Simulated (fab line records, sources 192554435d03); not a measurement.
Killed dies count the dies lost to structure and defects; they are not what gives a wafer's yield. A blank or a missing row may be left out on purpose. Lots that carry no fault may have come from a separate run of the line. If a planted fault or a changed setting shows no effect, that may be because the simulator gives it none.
Matching of chambers ; flow n5Finfet ; aldMetal-02 running N5_BEOL_M8_ALD_77: 4 sister chambers
The step deposits TaN, target thk 2 nm, pulse time 2 s, purge time 3 s. 16 wafers are shown with their chamber, then 8 later ones without.

## WAFERS WITH THEIR CHAMBER
wafer;chamber;heaterPowerW (W);precursorVesselTempC (C)
L074.1;3;444;75.00
L074.4;1;424;74.83
L074.6;1;438;74.86
L075.1;0;500;75.16
L075.4;1;425;75.12
L075.5;3;443;75.17
L077.1;2;458;75.10
L077.4;0;490;75.02
L077.5;0;491;74.94
L083.1;0;497;74.83
L083.4;3;460;75.19
L083.6;0;487;75.01
L086.1;0;501;74.97
L086.4;3;460;74.89
L086.5;2;463;74.94
L090.1;1;422;74.88

SIGNATURES, as means of the wafers listed above
reading;chamber 0;chamber 1;chamber 2;chamber 3;scatter within a chamber
heaterPowerW;494.33;427.25;460.50;451.75;7.14
precursorVesselTempC;74.9883;74.9225;75.0200;75.0625;0.125
Rule: for a wafer and a chamber, the distance is found by dividing, reading by reading, the gap between the wafer's reading and the chamber's mean by the reading's scatter, squaring, summing and taking the root. The wafer belongs to the nearest chamber; if the next one is less than 2 further off, it can't be placed. The scatter: take each reading less its chamber's mean, square it, sum over the shown wafers, divide by the number of wafers less the number of chambers, and take the root.

## WAFERS MISSING THEIR CHAMBER
wafer;heaterPowerW (W);precursorVesselTempC (C)
L090.5;458;74.98
L090.6;451;74.82
L093.2;464;74.98
L093.3;450;75.07
L093.4;498;74.82
L096.2;477;74.94
L096.4;472;74.87
L096.6;468;75.04

## THE CHAMBER EACH PASSED THROUGH
wafer;from the rows above;in truth
L090.5;can't be placed: 2 or 3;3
L090.6;can't be placed: 3 or 2 or 1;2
L093.2;can't be placed: 2 or 3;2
L093.3;can't be placed: 3 or 2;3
L093.4;0;0
L096.2;can't be placed: 2 or 0 or 3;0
L096.4;can't be placed: 2 or 3 or 0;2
L096.6;can't be placed: 2 or 3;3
1 of 8 placed correctly. Unplaceable from these rows: 7, with the true chamber sitting among the candidates in 7. Placed wrongly: 0.
